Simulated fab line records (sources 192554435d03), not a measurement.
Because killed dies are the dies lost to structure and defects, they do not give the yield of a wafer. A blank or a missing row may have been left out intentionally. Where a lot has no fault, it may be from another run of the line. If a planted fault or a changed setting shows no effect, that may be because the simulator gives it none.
Chamber matching -- flow n5_finfet -- N5_MOL_CONTACT_COAG_VIA_ETCH_117 on rie_diel-01 has 4 sister chambers
The step etches SiO2 in C4F6/O2, target depth 40 nm, overetch 8 nm, time 26 s. 4 wafers are shown with their chamber, then 10 later ones without.

== WAFERS PAIRED WITH THEIR CHAMBERS ==
wafer,chamber,rf_vpp_V (V)
L090.2,1,1610
L090.5,0,1628
L092.1,3,1529
L092.4,2,1587

== WAFERS WITH NO CHAMBER GIVEN ==
wafer,rf_vpp_V (V)
L092.6,1609
L093.1,1611
L093.5,1531
L093.6,1587
L094.2,1586
L094.3,1625
L094.4,1609
L095.2,1626
L095.3,1588
L095.5,1627

== WHICH CHAMBER EACH WENT THROUGH ==
wafer,from the rows above,in truth
L092.6,1,1
L093.1,1,1
L093.5,3,3
L093.6,2,2
L094.2,2,2
L094.3,0,0
L094.4,1,1
L095.2,0,0
L095.3,2,2
L095.5,0,0
Placed correctly: 10 of 10. From these rows, 0 cannot be placed. 0 placed wrongly.
How it was worked out, from the rows above alone: a wafer's distance from a chamber is the root of the sum, over the readings, of the square of ((its reading less the chamber's mean) divided by the reading's scatter). If the next closest chamber is less than 2 further off than the closest, the wafer can't be placed; otherwise it belongs to the closest. The mean given for a chamber averages the wafers shown for that chamber. The scatter (one wafer shown for each chamber): square how far every hidden wafer sits from the nearest shown wafer, average those squares and take the square root.
